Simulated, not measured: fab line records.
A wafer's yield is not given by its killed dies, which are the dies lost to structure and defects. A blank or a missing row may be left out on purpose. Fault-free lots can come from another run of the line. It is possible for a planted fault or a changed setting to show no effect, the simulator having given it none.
Code-filled problem report in 8D (eight disciplines) form / flow n5-finfet / the parts of the form that need people (team, actions taken, sign-off) are left out

## 1. PROBLEM STATEMENT
Wafers without a fault read 150.0 W with a standard deviation of 0.42, while bias-w at N5_BEOL_M11_ETCH_62 averages 98.5 W across 2 wafers of 1 lot. So: -99 or more standard deviations from the usual mean.
The step: etches SOC in N2/H2, target depth 110 nm, overetch 22 nm, time 165 s.
The first sign was on wafer L653.3 at day 16 16:35, on rie-diel-02. At this step, 30 wafers from 10 lots have a number in the record. Rule for "out", or "out of limits": more than 4 standard deviations from the usual mean. The other wafers with a number count as sound.

## 2. WHAT IT IS AND WHAT IT IS NOT
question=which readings at this step | is=bias-w, rf-vpp-V | is not=drypump-motor-current-A, oes-product-au, rf-fwd-power-W, showerhead-plenum-p-Torr, throttle-valve-pct
question=which lots | is=L653 | is not=L639, L640, L641, L642, L655, L656, L657, L659, L660
question=which wafers of those lots | is=L653.3, L653.5 | is not=L653.6
question=read on which tools | is=rie-diel-02 | is not=rie-diel-03, rie-diel-06
question=when | is=from day 16 16:35 | is not=up to then (13 sound wafers); but 15 sound wafers of L655, L656, L657, L659, L660 came after

## 3. THE SUSPECTS, EACH WITH WHAT RULES IT OUT
Counting: if a tool at a process step up to the reading ran every lot that is out, it stays a suspect. Sound lots after the first of them don't rule it out here, since some wafers of a struck lot are sound.
- pvd-sputter-03 at N5_BEOL_M11_HM_DEP_02 (deposits TiN, target thk 20 nm): kept. It processed L653, the lot that is out, at day 16 12:30, and its most recent sound lot before then was L642 at day 13 23:04.
- rie-diel-02 at N5_BEOL_M11_ETCH_62 (etches SOC in N2/H2, target depth 110 nm, overetch 22 nm, time 165 s): kept. It processed L653, the lot that is out, at day 16 16:35, and its most recent sound lot before then was L642 at day 13 23:44. Out on those wafers are its own readings of bias-w, rf-vpp-V.
- Within rie-diel-02 at N5_BEOL_M11_ETCH_62: the wafers that are out ran in chamber 0; their sound lot-mates ran in chamber 1.
Left after counting: pvd-sputter-03 at N5_BEOL_M11_HM_DEP_02, rie-diel-02 at N5_BEOL_M11_ETCH_62.

## 4. THE CAUSE (what the simulator had put in)
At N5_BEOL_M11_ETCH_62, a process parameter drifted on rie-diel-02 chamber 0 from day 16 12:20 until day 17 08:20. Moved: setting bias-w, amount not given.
2 suspects survive the count, and this tool is in that group.

## 5. THE CHAIN OF EFFECTS, in route order
Rows list readings where the struck wafers' mean (over those with a number) sits beyond 3 standard deviations from the usual. Only readings for which the record gives a usual standard deviation are gone through. hours: the time from each lot's start at the first step in this table that gives one to its start at this step, as a median over the lots. sigmas: the change in usual standard deviations.
hours=0; step=N5_BEOL_M11_ETCH_62; reading=bias-w; usual=150.0 W; on struck wafers=98.5; change=-51.5; sigmas=-99 or more
hours=0; step=N5_BEOL_M11_ETCH_62; reading=rf-vpp-V; usual=524 V; on struck wafers=398; change=-126; sigmas=-40
Its process steps:
- N5_BEOL_M11_ETCH_62: etches SOC in N2/H2, target depth 110 nm, overetch 22 nm, time 165 s.
Later steps that measure or inspect, where all struck wafers having a row at the step show a number for every such reading and not one has moved that far: N5_BEOL_M11_CD_MEAS_18.

## 6. WHAT WOULD HAVE CAUGHT IT SOONER
In this record the first reading out of limits was taken at day 16 16:35, 4 hours after the fault began at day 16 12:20.
